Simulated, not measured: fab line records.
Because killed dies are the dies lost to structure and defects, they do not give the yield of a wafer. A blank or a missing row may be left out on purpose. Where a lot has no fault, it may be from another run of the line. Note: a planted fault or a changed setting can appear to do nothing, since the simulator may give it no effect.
Matching of chambers | flow n5Finfet | 4 sister chambers for N5_MOL_CONTACT_COAG_CMP_23 on cmp-04
The step polishes, stops on SiO2, t overpolish 1.5 s, target thk 0 nm. 7 wafers are shown with their chamber, then 6 later ones without.

EACH WAFER AND ITS CHAMBER
wafer  | chamber | motorCurrentA (A) | padLifeWafers
L078.3 | 2       | 9.4               | 836
L083.2 | 2       | 9.4               | 942
L088.2 | 0       | 7.9               | 1334
L088.3 | 3       | 7.9               | 1333
L089.2 | 3       | 8.6               | 1340
L089.3 | 1       | 10.1              | 1338
L090.1 | 1       | 10.7              | 1388

WAFERS WHOSE CHAMBER IS MISSING
wafer  | motorCurrentA (A) | padLifeWafers
L090.3 | 8.2               | 1387
L094.2 | 8.2               | 1621
L094.3 | 9.7               | 1622
L094.4 | 8.2               | 1620
L096.2 | 8.5               | 1704
L096.3 | 8.4               | 1707

EACH ONE'S CHAMBER
wafer  | from the rows above          | in truth
L090.3 | can't be placed: 3 or 0      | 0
L094.2 | can't be placed: 3 or 0      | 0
L094.3 | can't be placed: 1 or 3 or 0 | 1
L094.4 | can't be placed: 3 or 0      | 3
L096.2 | can't be placed: 3 or 0 or 1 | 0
L096.3 | can't be placed: 3 or 0 or 1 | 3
Correct placement for 0 of the 6. Cannot be placed on the basis of these rows: 6; the candidates contain the true chamber in 6. Number placed wrongly: 0.
How it was worked out, from the rows above alone: a wafer's distance from a chamber is the root of the sum, over the readings, of the square of ((its reading less the chamber's mean) divided by the reading's scatter). If the next closest chamber is less than 2 further off than the closest, the wafer can't be placed; otherwise it belongs to the closest. Each chamber's mean is taken over the wafers shown for it. The scatter is the square root of a quotient: the sum, over the shown wafers, of each reading's squared deviation from its chamber's mean, divided by wafers minus chambers.
